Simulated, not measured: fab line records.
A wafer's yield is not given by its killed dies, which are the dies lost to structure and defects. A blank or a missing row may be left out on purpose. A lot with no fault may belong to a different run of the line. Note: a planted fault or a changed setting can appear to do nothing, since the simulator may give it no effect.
fab line records    flow n5Finfet
record: lots: 8  wafers: 24  lastDay: 19
route steps=1938 shown MOL_CONTACT_COAG@548 BEOL_M4@1111 PASSIVATION@1936
lots untouched by any fault: they come from a run of this same line in which no faults occurred
startH: hours from the record's first day to the start of the lot's first wafer shown    waitH: hours from the lot's prior step to this one    " as in the row above    L1.1+2: a single row standing in for several wafers    - no value, or no start was given    * or withheld: withheld    < > ~ a bound
route shown NAME@n: a module of which the file shows steps, and the number in the route of the first    usual: average and standard deviation across the fault-free wafers    same: alike in all rows    chamber/n: place in a boat    sites: per-site readings    _std_site: standard deviation across them    _edge_site: inner sites' mean taken away from outer sites' mean    radiusMm: how far each site lies from the wafer's centre    mask NAME#n: copy n    behind: tool/chamber where the wafer was last shaped    hold: reason for holding the lot/hours on hold/outcome of the hold    device: the transistor (n, p or np) that didn't switch    end of line: the same wafers' tests at the end of the route    a step given without rows: its recipe and nothing more    killed: dies that structure and defects cost at the first sort, which is not the same as the wafer's yield    map: shows each die of a wafer: x if killed, . if not, _ if none is there
set.NAME: setting as actually run; set.NAME@STEP: the setting as run at that earlier step    model.NAME: the simulator's own value behind a step, which no gauge read
the route's steps for a sample of lots (tables are steps, rows are wafers)
services: a tool's chamber out of use, with start hour (startH, from the record's first day; less than 0 if before it), hours out, and reason
== steps ==
step: N5_MOL_CONTACT_COAG_CO_FILL_22
recipe: material: Co  targetThkA: 200  tempC: 200  precursor: CCTBA/H2  pressureTorr: 30
usual: heaterPowerW: 247/29  susceptorTempC: 199.98/0.16
lot.wafer  tool      chamber  startH  waitH  heaterPowerW  susceptorTempC
L317.4     cvdCo-01  0        142.37  0.4    238           199.83
L317.5     "         1        "       "      258           199.90
L317.6     "         2        "       "      193           200.19
L324.1     cvdCo-01  2        178.40  0.1    194           200.06
L324.3     "         1        "       "      264           200.04
L324.5     "         2        "       "      198           200.34
L325.2     cvdCo-02  1        183.92  0.1    289           199.98
L325.4     "         2        "       "      235           199.89
L325.5     "         1        "       "      280           199.85
L326.1     cvdCo-01  2        184.61  0.1    201           199.72
L326.2     "         1        "       "      258           200.07
L326.4     "         0        "       "      243           200.04
L328.1     cvdCo-02  0        197.66  0.1    252           199.84
L328.2     "         1        "       "      286           200.31
L328.3     "         1        "       "      278           200.15
L330.2     cvdCo-02  2        215.54  0.1    232           199.83
L330.3     "         1        "       "      289           199.89
L330.4     "         1        "       "      287           199.98
L332.2     cvdCo-02  0        224.76  0.1    247           199.93
L332.3     "         2        "       "      228           199.74
L332.5     "         1        "       "      280           200.08
L333.2     cvdCo-01  1        227.80  0.2    255           200.09
L333.4     "         2        "       "      194           200.30
L333.6     "         1        "       "      256           199.80
step: N5_MOL_CONTACT_COAG_SPUTTER_130
recipe: material: Co  targetThkA: 475  tempC: 25  chamberPressurePa: 0.5  powerW: 3000
usual: susceptorTempC: 24.98/0.11  throttleValvePct: 29.4/0.94
lot.wafer  tool           chamber  startH  waitH  susceptorTempC  throttleValvePct
L317.4     pvdSputter-03  -        147.38  0.0    25.06           29.2
L317.5     "              -        "       "      24.89           29.3
L317.6     "              -        "       "      24.94           29.1
L324.1     pvdSputter-03  -        182.10  0.0    24.97           29.1
L324.3     "              -        "       "      25.05           29.8
L324.5     "              -        "       "      24.94           28.7
L325.2     pvdSputter-03  -        187.24  0.0    25.04           29.9
L325.4     "              -        "       "      24.75           28.9
L325.5     "              -        "       "      25.00           30.0
L326.1     pvdSputter-03  -        187.58  0.0    25.06           29.9
L326.2     "              -        "       "      24.96           29.6
L326.4     "              -        "       "      25.02           29.0
L328.1     pvdSputter-01  -        201.42  0.0    25.05           28.3
L328.2     "              -        "       "      25.03           29.8
L328.3     "              -        "       "      24.99           29.1
L330.2     pvdSputter-03  -        218.30  0.0    25.13           30.1
L330.3     "              -        "       "      25.05           29.8
L330.4     "              -        "       "      24.98           29.2
L332.2     pvdSputter-01  -        227.43  0.0    24.88           30.0
L332.3     "              -        "       "      25.12           28.5
L332.5     "              -        "       "      24.90           28.9
L333.2     pvdSputter-03  -        230.92  0.0    24.93           29.8
L333.4     "              -        "       "      24.91           29.1
L333.6     "              -        "       "      24.77           29.8
step: N5_MOL_CONTACT_COAG_CMP_23
recipe: stopOn: SiO2  tOverpolishS: 1.5  postCmpClean: cuAlkaline  downForcePsi: 2  platenRpm: 50.289  padVelocityMS: 1.0006  targetThkNm: 0
usual: edgeZonePressureFrac: 1.000/0.0054  headPressurePsi: 2.000/0.0047  motorCurrentA: 7.6/0.91  overpolishRunS: 1.499/0.0096  slurryFilterDpKPa: 13.49/0.12  timeToEndpointS: 9.4/2.7
lot.wafer  tool    chamber  startH  waitH  edgeZonePressureFrac  headPressurePsi  motorCurrentA  overpolishRunS  slurryFilterDpKPa  timeToEndpointS
L317.4     cmp-02  2        147.68  0.1    1.012                 2.003            6.0            1.503           13.64              8.8
L317.5     "       3        "       "      1.012                 2.004            9.4            1.495           13.71              8.0
L317.6     "       0        "       "      1.000                 2.006            7.7            1.499           13.70              8.4
L324.3     cmp-02  0        182.34  0.1    -                     -                -              -               -                  -
L324.1     "       1        "       "      -                     -                -              -               -                  -
L324.5     "       0        "       "      -                     -                -              -               -                  -
L325.4     cmp-02  0        187.50  0.1    -                     -                -              -               -                  -
L325.2     "       1        "       "      -                     -                -              -               -                  -
L325.5     "       3        "       "      -                     -                -              -               -                  -
L326.1     cmp-02  1        187.88  0.1    -                     -                -              -               -                  -
L326.4     "       3        "       "      -                     -                -              -               -                  -
L326.2     "       0        "       "      -                     -                -              -               -                  -
L328.2     cmp-02  1        201.60  0.0    1.002                 1.999            7.0            1.496           13.62              6.6
L328.3     "       3        "       "      0.998                 2.002            8.5            1.500           13.60              10.0
L328.1     "       0        "       "      0.995                 1.997            8.3            1.484           13.63              10.3
L330.3     cmp-03  2        218.52  0.1    0.994                 2.003            7.8            1.509           13.38              7.6
L330.2     "       3        "       "      1.006                 1.992            6.9            1.491           13.36              9.6
L330.4     "       0        "       "      1.000                 2.005            7.7            1.503           13.56              10.9
L332.3     cmp-02  3        227.61  0.0    1.002                 2.004            9.1            1.501           13.34              11.4
L332.2     "       2        "       "      1.003                 2.002            6.2            1.486           13.54              11.5
L332.5     "       0        "       "      1.003                 2.000            7.6            1.492           13.55              10.3
L333.4     cmp-02  3        231.10  0.0    0.999                 2.001            8.8            1.502           13.48              8.0
L333.2     "       1        "       "      1.010                 1.998            7.2            1.499           13.45              5.1
L333.6     "       0        "       "      1.005                 2.002            7.5            1.503           13.50              9.5
step: N5_MOL_CONTACT_COAG_THK_MEAS_29
recipe: reads: SiNx_of_GATE_CUT_PECVD_57+SiNx_of_GATE_CUT_SAC_CAP_01
usual: MD_CAP_THK: 17.93/0.077
lot.wafer  tool          chamber  startH  waitH  MD_CAP_THK[nm]
L317.4     filmMetro-02  -        150.33  -      17.80
L317.5     "             -        "       "      17.87
L317.6     "             -        "       "      17.91
L324.1     filmMetro-01  -        185.02  -      20.01
L324.3     "             -        "       "      19.99
L324.5     "             -        "       "      20.00
L325.2     filmMetro-01  -        190.11  -      20.06
L325.4     "             -        "       "      20.08
L325.5     "             -        "       "      19.96
L326.1     filmMetro-02  -        191.61  -      19.96
L326.2     "             -        "       "      19.90
L326.4     "             -        "       "      19.95
L328.1     filmMetro-01  -        204.32  -      17.76
L328.2     "             -        "       "      17.88
L328.3     "             -        "       "      17.76
L330.2     filmMetro-01  -        221.98  -      17.91
L330.3     "             -        "       "      18.05
L330.4     "             -        "       "      17.95
L332.2     filmMetro-02  -        230.29  -      18.00
L332.3     "             -        "       "      17.97
L332.5     "             -        "       "      17.98
L333.2     filmMetro-02  -        233.79  -      18.06
L333.4     "             -        "       "      17.86
L333.6     "             -        "       "      17.95
step: N5_MOL_CONTACT_COAG_ALD_123
recipe: material: SiNx  targetThkA: 50  tempC: 400  aldPrecursorFamily: SiH2I2  aldCoReactant: N2/H2-plasma  pulseTimeS: 1  purgeTimeS: 2  coReactantPurgeTimeS: 2  aldCycles: 100  pressureTorr: 2
usual: heaterPowerW: 806/48  precursorPulseHeightRel: 1.000/0.02  susceptorTempC: 399.98/0.21
lot.wafer  tool       chamber  startH  waitH  heaterPowerW  precursorPulseHeightRel  susceptorTempC
L317.4     aldSin-03  2        150.37  0.0    855           0.970                    400.00
L317.5     "          0        "       "      764           0.997                    399.86
L317.6     "          3        "       "      837           0.958                    400.14
L324.1     aldSin-03  2        185.06  0.0    915           1.010                    400.08
L324.3     "          3        "       "      828           0.973                    399.91
L324.5     "          3        "       "      829           1.039                    400.13
L325.2     aldSin-03  1        190.62  0.5    823           0.979                    400.38
L325.4     "          3        "       "      816           0.993                    399.62
L325.5     "          0        "       "      772           0.968                    399.58
L326.1     aldSin-01  1        191.65  0.0    773           0.987                    400.01
L326.2     "          2        "       "      848           0.973                    400.01
L326.4     "          0        "       "      900           1.011                    399.92
L328.1     aldSin-01  2        204.36  0.0    821           0.989                    399.95
L328.2     "          1        "       "      775           1.004                    400.02
L328.3     "          3        "       "      743           0.951                    399.81
L330.2     aldSin-04  0        222.02  0.0    733           0.981                    399.95
L330.3     "          1        "       "      789           1.019                    400.15
L330.4     "          2        "       "      771           0.952                    399.86
L332.2     aldSin-01  3        230.33  0.0    749           0.992                    399.86
L332.3     "          2        "       "      822           1.005                    399.68
L332.5     "          1        "       "      755           1.022                    400.06
L333.2     aldSin-03  3        233.82  0.0    811           1.007                    400.18
L333.4     "          1        "       "      847           0.978                    399.90
L333.6     "          0        "       "      783           1.006                    399.71
step: N5_MOL_CONTACT_COAG_ETCH_47
recipe: chemistry: CH3F/O2  target: SiNx  targetDepthA: 270  maskMaterial: SiO2  stopOn: W  overEtchFrac: 0.2  ionEnergyEv: 120  endpoint: OES-CN  pressureMtorr: 30  sourceW: 395  biasW: 73  Ar_flow_sccm: 150  CH3F_flow_sccm: 30  O2_flow_sccm: 20  ends: endPoint
usual: O2_flow_sccm: 20.00/0.063  drypumpMotorCurrentA: 5.49/0.26  etchRfOnTimeS: 31.3/0.65  oes_o_777_au: 0.76/0.087  oesProductAu: 0.68/0.08  rfVppV: 294/3.8  showerheadPlenumPTorr: 1.97/0.057  throttleValvePct: 16.27/0.18
lot.wafer  tool        chamber  startH  waitH  O2_flow_sccm  drypumpMotorCurrentA  etchRfOnTimeS  oes_o_777_au  oesProductAu  rfHoursCounterH  rfVppV  showerheadPlenumPTorr  throttleValvePct
L317.4     rieDiel-04  2        152.43  0.0    20.06         5.41                  31.4           0.69          0.62          239              298     1.97                   16.29
L317.5     "           2        "       "      19.96         5.38                  31.4           0.69          0.61          -                296     1.97                   16.28
L317.6     "           3        "       "      19.96         5.23                  31.1           0.75          0.67          -                297     1.99                   16.25
L324.1     rieDiel-04  3        186.82  0.0    19.93         5.23                  34.5           0.74          0.67          175              296     1.98                   16.27
L324.3     "           1        "       "      20.03         5.89                  34.4           0.72          0.64          210              298     1.91                   16.41
L324.5     "           1        "       "      19.99         5.91                  34.8           0.72          0.64          -                296     1.91                   16.40
L325.2     rieDiel-04  1        192.36  0.0    20.00         5.93                  35.0           0.72          0.64          212              298     1.91                   16.42
L325.4     "           3        "       "      19.96         5.24                  34.9           0.74          0.66          -                296     1.98                   16.29
L325.5     "           1        "       "      19.94         5.92                  34.5           0.72          0.64          -                297     1.91                   16.42
L326.1     rieDiel-01  1        193.39  0.0    20.04         5.64                  35.1           0.69          0.62          223              301     1.89                   16.34
L326.2     "           3        "       "      19.94         5.25                  34.5           0.86          0.78          35               290     1.94                   16.09
L326.4     "           0        "       "      19.92         5.32                  36.6           0.70          0.62          206              298     2.06                   16.36
L328.1     rieDiel-04  2        206.25  0.0    20.04         5.41                  29.8           0.97          0.88          4                294     1.96                   15.83
L328.2     "           3        "       "      19.99         5.20                  31.3           0.74          0.65          184              297     1.98                   16.28
L328.3     "           0        "       "      19.85         5.52                  31.4           0.70          0.63          226              291     1.98                   16.36
L330.2     rieDiel-03  2        223.86  0.0    20.06         4.93                  30.4           0.93          0.81          33               293     2.14                   16.37
L330.3     "           3        "       "      19.96         5.44                  30.9           0.86          0.73          69               283     2.01                   16.25
L330.4     "           0        "       "      20.07         5.80                  30.8           0.86          0.80          -                296     2.04                   15.77
L332.2     rieDiel-04  1        232.14  0.0    20.02         5.91                  31.2           0.71          0.63          222              297     1.90                   16.43
L332.3     "           2        "       "      20.06         5.43                  30.3           0.93          0.85          14               296     1.96                   15.84
L332.5     "           2        "       "      19.96         5.40                  30.4           0.94          0.84          -                295     1.96                   15.83
L333.2     rieDiel-01  3        235.90  0.0    19.98         5.24                  31.2           0.84          0.76          56               289     1.93                   16.11
L333.4     "           0        "       "      19.99         5.35                  32.6           0.68          0.62          -                296     2.05                   16.39
L333.6     "           1        "       "      20.00         5.65                  31.4           0.68          0.60          -                301     1.88                   16.38
step: N5_BEOL_M4_RC_MEAS_101
usual: DIBL_N: 36.8/1.9  DIBL_P: 36.5/2.1  IOFF_N: 0.17/0.038  IOFF_P: 0.22/0.039  ION_N: 675/12  ION_P: 463/7.4  SS_N: 71.6/0.71  SS_P: 73.4/0.72  VT_N: 249/3.3  VT_P: -250/3.3
lot.wafer  tool       chamber  startH  waitH  DIBL_N[mV/V]  DIBL_P[mV/V]  IOFF_N[nA/um]  IOFF_P[nA/um]  ION_N[uA/um]  ION_P[uA/um]  SS_N[mV/dec]  SS_P[mV/dec]  VT_N[mV]  VT_P[mV]
L317.4     prober-02  0        231.60  0.5    37.4          38.5          0.18           0.24           667           460           70.8          74.2          248       -250
L317.5     "          0        "       "      37.9          39.4          0.20           0.28           668           461           72.4          74.2          249       -246
L317.6     "          0        "       "      38.2          38.4          0.18           0.24           667           463           72.5          73.4          249       -247
L328.1     prober-01  0        313.53  0.0    41.5          43.1          0.26           0.28           693           473           73.3          75.2          244       -251
L328.2     "          0        "       "      37.3          37.8          0.15           0.19           673           458           71.5          74.0          253       -255
L328.3     "          0        "       "      36.6          36.4          0.14           0.17           672           455           71.4          73.0          254       -256
L330.2     prober-02  0        330.36  0.2    34.5          33.5          0.12           0.15           681           463           70.7          72.4          252       -252
L330.3     "          0        "       "      35.6          34.9          0.13           0.17           677           462           71.7          73.2          254       -253
L330.4     "          0        "       "      36.0          35.2          0.15           0.17           676           456           72.1          73.9          250       -254
L333.2     prober-01  0        333.07  0.2    36.3          35.6          0.14           0.21           661           463           71.8          72.3          252       -248
L333.4     "          0        "       "      36.0          34.3          0.12           0.19           661           462           70.5          72.2          254       -251
L333.6     "          0        "       "      35.1          33.1          0.12           0.18           654           457           70.5          72.3          254       -250
L332.2     prober-02  0        337.79  0.2    38.5          38.1          0.20           0.25           698           472           72.2          73.8          244       -247
L332.3     "          0        "       "      41.7          40.6          0.28           0.31           685           470           72.6          74.5          242       -245
L332.5     "          0        "       "      36.9          34.9          0.16           0.20           680           465           71.7          73.5          250       -251
step: N5_PASSIVATION_PROBE_49
usual: killed_at_M0_to_M3: 33/11  killed_at_M4_up: 15/6.2  killedAtContacts: 13/6.5  killedAtFrontEnd: 38/11  killedAtOther: 3.4/2.6  killedDies: 102/17  killedOnRim: 13/4.1  killedOpen: 67/12  killedShort: 34/7.9
same: grossDies: 1180  killedAtBackSide: 0
lot.wafer  tool       chamber  startH  waitH  killed_at_M0_to_M3  killed_at_M4_up  killedAtContacts  killedAtFrontEnd  killedAtOther  killedDies  killedOnRim  killedOpen  killedShort
L317.4     prober-01  -        339.08  0.5    25                  14               22                28                1              90          9            59          27
L317.5     prober-01  -        339.13  0.6    43                  7                8                 34                3              95          13           58          36
L317.6     prober-01  -        339.18  0.6    43                  4                17                45                2              111         17           71          40
L326.1     prober-01  -        369.30  0.0    21                  17               1101              41                0              1180        152          45          34
L326.2     prober-01  -        369.35  0.1    34                  10               1085              48                3              1180        152          65          37
L326.4     prober-01  -        369.45  0.2    23                  16               1075              63                3              1180        152          74          42
L324.1     prober-01  -        391.87  0.0    25                  13               1108              33                1              1180        152          57          23
L324.3     prober-01  -        391.97  0.1    34                  12               1096              37                1              1180        152          66          27
L324.5     prober-01  -        392.07  0.2    32                  14               1098              31                5              1180        152          64          25
L325.2     prober-01  -        394.05  0.1    20                  28               1083              45                4              1180        152          86          30
L325.4     prober-01  -        394.15  0.2    29                  9                1103              34                5              1180        152          54          40
L325.5     prober-01  -        394.20  0.2    20                  11               1099              48                2              1180        152          67          33
L328.1     prober-02  -        420.13  0.0    40                  22               7                 50                1              120         22           75          41
L328.2     prober-02  -        420.18  0.1    34                  20               9                 47                4              114         11           66          46
L328.3     prober-02  -        420.23  0.1    38                  27               14                29                0              108         14           68          37
L330.2     prober-02  -        434.81  0.8    31                  11               4                 25                11             82          8            44          36
L330.3     prober-02  -        434.86  0.8    26                  12               16                34                11             99          16           69          28
L330.4     prober-02  -        434.91  0.9    16                  17               25                34                7              99          9            64          32
L333.2     prober-01  -        449.98  0.1    34                  16               8                 43                6              107         13           74          33
L333.4     prober-01  -        450.08  0.2    42                  14               18                29                3              106         9            72          34
L333.6     prober-01  -        450.18  0.3    32                  25               5                 39                9              110         14           67          43
L332.2     prober-01  -        455.34  0.1    29                  24               9                 51                3              116         18           87          27
L332.3     prober-01  -        455.39  0.1    18                  31               15                39                6              109         14           71          36
L332.5     prober-01  -        455.49  0.2    34                  20               13                35                1              103         12           71          31
killed by level:class
L317.4 MOL_CONTACT_COAG:geometricParticle:open=19 FIN_SAQP:geometricParticle:open=8 FIN_SAQP:geometricParticle:short=5 BEOL_M2:geometricParticle:open=5 BEOL_M0_SAQP:geometricParticle:short=4 DUMMY_GATE:geometricParticle:open=3 MOL_CONTACT_COAG:geometricParticle:short=3 BEOL_M0_SAQP:geometricParticle:open=3
L317.5 BEOL_M1:geometricParticle:open=12 BEOL_M2:geometricParticle:open=9 BEOL_M0_SAQP:geometricParticle:open=8 FIN_SAQP:geometricParticle:open=6 GATE_CUT:geometricParticle:short=6 MOL_CONTACT_COAG:geometricParticle:open=6 BEOL_M0_SAQP:geometricParticle:short=6 FIN_SAQP:geometricParticle:short=5
L317.6 FIN_SAQP:geometricParticle:open=14 FIN_SAQP:geometricParticle:short=14 MOL_CONTACT_COAG:geometricParticle:open=14 BEOL_M0_SAQP:geometricParticle:short=12 BEOL_M2:geometricParticle:open=12 BEOL_M0_SAQP:geometricParticle:open=8 STI_FIN_REVEAL:geometricParticle:open=6 BEOL_M1:geometricParticle:open=5
L326.1 MOL_CONTACT_COAG:areaCmp=1098 FIN_SAQP:geometricParticle:short=6 BEOL_M3:geometricParticle:open=6 STI_FIN_REVEAL:geometricParticle:open=5 FIN_SAQP:geometricParticle:open=4 STI_FIN_REVEAL:geometricParticle:short=4 ILD0:geometricParticle:short=4 BEOL_M0_SAQP:geometricParticle:short=4
L326.2 MOL_CONTACT_COAG:areaCmp=1076 STI_FIN_REVEAL:geometricParticle:open=14 BEOL_M0_SAQP:geometricParticle:open=11 BEOL_M0_SAQP:geometricParticle:short=9 MOL_CONTACT_COAG:geometricParticle:open=8 GATE_CUT:geometricParticle:short=6 GATE_CUT:geometricParticle:open=5 FIN_SAQP:geometricParticle:short=4
L326.4 MOL_CONTACT_COAG:areaCmp=1064 FIN_SAQP:geometricParticle:open=11 FIN_SAQP:geometricParticle:short=10 GATE_CUT:geometricParticle:short=10 BEOL_M3:geometricParticle:open=9 MOL_CONTACT_COAG:geometricParticle:open=9 DUMMY_GATE:geometricParticle:open=8 BEOL_M4:geometricParticle:open=7
L324.1 MOL_CONTACT_COAG:areaCmp=1100 STI_FIN_REVEAL:geometricParticle:open=10 FIN_SAQP:geometricParticle:open=7 MOL_CONTACT_COAG:geometricParticle:open=7 BEOL_M1:geometricParticle:open=5 BEOL_M2:geometricParticle:open=5 BEOL_M0_SAQP:geometricParticle:short=4 BEOL_M3:geometricParticle:open=4
L324.3 MOL_CONTACT_COAG:areaCmp=1087 STI_FIN_REVEAL:geometricParticle:open=11 BEOL_M1:geometricParticle:open=11 MOL_CONTACT_COAG:geometricParticle:open=8 BEOL_M2:geometricParticle:open=8 BEOL_M2:geometricParticle:short=6 FIN_SAQP:geometricParticle:short=5 DUMMY_GATE:geometricParticle:open=5
L324.5 MOL_CONTACT_COAG:areaCmp=1091 BEOL_M0_SAQP:geometricParticle:open=8 BEOL_M1:geometricParticle:open=8 STARTING-WAFER:geometricParticle:open=7 MOL_CONTACT_COAG:geometricParticle:open=5 STI_FIN_REVEAL:geometricParticle:open=4 GATE_CUT:geometricParticle:short=4 BEOL_M1:geometricParticle:short=4
L325.2 MOL_CONTACT_COAG:areaCmp=1063 MOL_CONTACT_COAG:geometricParticle:open=20 STI_FIN_REVEAL:geometricParticle:open=18 FIN_SAQP:geometricParticle:short=13 BEOL_M2:geometricParticle:open=11 BEOL_M5:geometricParticle:open=7 BEOL_M4:geometricParticle:open=6 BEOL_M5:geometricParticle:short=5
L325.4 MOL_CONTACT_COAG:areaCmp=1085 MOL_CONTACT_COAG:geometricParticle:open=13 BEOL_M0_SAQP:geometricParticle:short=8 FIN_SAQP:geometricParticle:short=7 FIN_SAQP:geometricParticle:open=6 DUMMY_GATE:geometricParticle:open=5 DUMMY_GATE:geometricParticle:short=5 MOL_CONTACT_COAG:geometricParticle:short=5
L325.5 MOL_CONTACT_COAG:areaCmp=1079 FIN_SAQP:geometricParticle:short=12 MOL_CONTACT_COAG:geometricParticle:open=11 STI_FIN_REVEAL:geometricParticle:open=10 FIN_SAQP:geometricParticle:open=9 MOL_CONTACT_COAG:geometricParticle:short=9 DUMMY_GATE:geometricParticle:open=7 BEOL_M2:geometricParticle:open=6
L328.1 BEOL_M4:geometricParticle:open=15 GATE_CUT:geometricParticle:short=13 FIN_SAQP:geometricParticle:short=11 BEOL_M0_SAQP:geometricParticle:open=11 BEOL_M2:geometricParticle:open=9 DUMMY_GATE:geometricParticle:open=8 BEOL_M3:geometricParticle:open=7 FIN_SAQP:geometricParticle:open=6
L328.2 FIN_SAQP:geometricParticle:short=17 BEOL_M4:geometricParticle:open=11 BEOL_M3:geometricParticle:open=8 FIN_SAQP:geometricParticle:open=7 BEOL_M0_SAQP:geometricParticle:short=7 MOL_CONTACT_COAG:geometricParticle:open=7 GATE_CUT:geometricParticle:short=6 DUMMY_GATE:geometricParticle:open=6
L328.3 MOL_CONTACT_COAG:geometricParticle:open=12 BEOL_M0_SAQP:geometricParticle:short=11 BEOL_M2:geometricParticle:open=9 BEOL_M0_SAQP:geometricParticle:open=6 FIN_SAQP:geometricParticle:open=5 FIN_SAQP:geometricParticle:short=5 DUMMY_GATE:geometricParticle:open=5 BEOL_M4:geometricParticle:open=5
L330.2 BEOL_M0_SAQP:geometricParticle:short=12 STI_FIN_REVEAL:geometricParticle:open=7 BEOL_M0_SAQP:geometricParticle:open=6 BEOL_M4:geometricParticle:open=6 PASS1_CAP:geometricParticle:short=5 BEOL_M2:geometricParticle:open=5 STARTING-WAFER:geometricParticle:short=5 PASS1_CAP:geometricParticle:open=4
L330.3 MOL_CONTACT_COAG:geometricParticle:open=13 STI_FIN_REVEAL:geometricParticle:open=9 BEOL_M2:geometricParticle:open=9 FIN_SAQP:geometricParticle:short=8 BEOL_M4:geometricParticle:open=6 BEOL_M0_SAQP:geometricParticle:open=6 PASS1_CAP:geometricParticle:open=5 DUMMY_GATE:geometricParticle:open=3
L330.4 MOL_CONTACT_COAG:geometricParticle:open=20 STI_FIN_REVEAL:geometricParticle:open=11 BEOL_M4:geometricParticle:open=7 FIN_SAQP:geometricParticle:short=6 MOL_CONTACT_COAG:geometricParticle:short=5 PASS1_CAP:geometricParticle:short=4 STI_FIN_REVEAL:geometricParticle:short=3 BEOL_M0_SAQP:geometricParticle:open=3
L333.2 FIN_SAQP:geometricParticle:short=11 BEOL_M2:geometricParticle:open=11 FIN_SAQP:geometricParticle:open=9 MOL_CONTACT_COAG:geometricParticle:open=7 BEOL_M4:geometricParticle:open=7 STI_FIN_REVEAL:geometricParticle:open=5 BEOL_M3:geometricParticle:open=5 BEOL_M1:geometricParticle:open=5
L333.4 MOL_CONTACT_COAG:geometricParticle:open=14 BEOL_M3:geometricParticle:open=13 DUMMY_GATE:geometricParticle:open=9 BEOL_M2:geometricParticle:open=7 BEOL_M1:geometricParticle:open=5 FIN_SAQP:geometricParticle:short=4 GATE_CUT:geometricParticle:short=4 MOL_CONTACT_COAG:geometricParticle:short=4
L333.6 DUMMY_GATE:geometricParticle:open=9 FIN_SAQP:geometricParticle:short=8 BEOL_M4:geometricParticle:open=8 BEOL_M2:geometricParticle:open=8 FIN_SAQP:geometricParticle:open=7 BEOL_M2:geometricParticle:short=6 GATE_CUT:geometricParticle:short=5 MOL_CONTACT_COAG:geometricParticle:open=5
L332.2 BEOL_M4:geometricParticle:open=18 FIN_SAQP:geometricParticle:open=13 BEOL_M2:geometricParticle:open=10 BEOL_M3:geometricParticle:open=9 MOL_CONTACT_COAG:geometricParticle:open=8 FIN_SAQP:geometricParticle:short=4 DUMMY_GATE:geometricParticle:open=4 ILD0:geometricParticle:open=4
L332.3 BEOL_M4:geometricParticle:open=18 MOL_CONTACT_COAG:geometricParticle:open=11 FIN_SAQP:geometricParticle:short=9 BEOL_M2:geometricParticle:open=6 STARTING-WAFER:geometricParticle:open=6 FIN_SAQP:geometricParticle:open=5 STI_FIN_REVEAL:geometricParticle:open=4 DUMMY_GATE:geometricParticle:open=4
L332.5 BEOL_M4:geometricParticle:open=14 STI_FIN_REVEAL:geometricParticle:open=9 BEOL_M2:geometricParticle:open=9 BEOL_M3:geometricParticle:open=9 MOL_CONTACT_COAG:geometricParticle:open=8 FIN_SAQP:geometricParticle:open=5 MOL_CONTACT_COAG:geometricParticle:short=5 BEOL_M0_SAQP:geometricParticle:short=4
== services ==
tool           chamber  startH  hours  kind
pvdSputter-03  -        120.94  3.7    repair
aldSin-01      -        121.04  14.6   pm
pvdSputter-01  -        121.58  6.0    repair
cvdCo-02       1        127.53  -      clean
cvdCo-02       1        127.53  22.0   scheduledDown
cvdCo-02       1        127.53  22.0   ventCycle
rieDiel-01     0        130.07  9.3    repair
rieDiel-01     -        130.59  0.9    repair
pvdSputter-01  -        130.92  7.7    repair
rieDiel-03     -        149.57  2.8    pm
rieDiel-04     0        165.31  3.0    repair
aldSin-01      -        177.59  14.0   pm
aldSin-01      0        177.59  14.0   ventCycle
aldSin-01      1        177.59  14.0   ventCycle
aldSin-01      2        177.59  14.0   ventCycle
rieDiel-04     2        183.03  -      clean
rieDiel-04     2        183.03  -      consumableReplace:focusRing
rieDiel-04     2        183.03  14.3   scheduledDown
rieDiel-04     2        183.03  14.3   ventCycle
cvdCo-02       2        184.98  28.7   repair
aldSin-03      -        197.62  0.7    repair
rieDiel-04     1        232.60  8.5    repair
cmp-03         -        235.46  3.2    repair
cvdCo-02       -        235.74  1.7    repair
== key ==
firstSign: step: N5_MOL_CONTACT_COAG_CMP_23  reading: toolRecord  direction: missing
effect: step: N5_MOL_CONTACT_COAG_THK_MEAS_29  reading: MD_CAP_THK  direction: up  sigmas: 27  usual: 17.93  struck: 19.99
effect: step: N5_MOL_CONTACT_COAG_ETCH_47  reading: etchRfOnTimeS  direction: up  sigmas: 5.5  usual: *  struck: *
effect: step: N5_PASSIVATION_PROBE_49  reading: killedAtContacts  direction: up  sigmas: 99+  usual: 13  struck: 1094
moreKillsBornAt: N5_MOL_CONTACT_COAG_CMP_23@cmp-02: 9743
metAt N5_MOL_CONTACT_COAG_CMP_23
struckLots L324,L325,L326
laterRowsLeftOut L324.1,L324.3,L324.5,L325.2,L325.4,L325.5,L326.1,L326.2,L326.4
testerLeftOut L324,L325,L326
notActingAt N5_MOL_CONTACT_COAG_CO_FILL_22,N5_MOL_CONTACT_COAG_SPUTTER_130,N5_MOL_CONTACT_COAG_ALD_123
onsetBetween 147.68 182.34
fault: kind: skippedStepWhole  tool: cmp-02  chamber: -  onsetH: 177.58  steps: N5_MOL_CONTACT_COAG_CMP_23  scope: struckLotsOnly
testerLeftOut: of these lots the tester's yield and bins aren't shown, on N5 and GAA mostly nor the transistor test; their killed dies are dies lost to structure and defects alone, not to doping, threshold or leakage, so they don't give the yield
laterRowsLeftOut: the simulator's readings of these wafers behind a module that went badly wrong aren't trusted and aren't shown, but for the sort
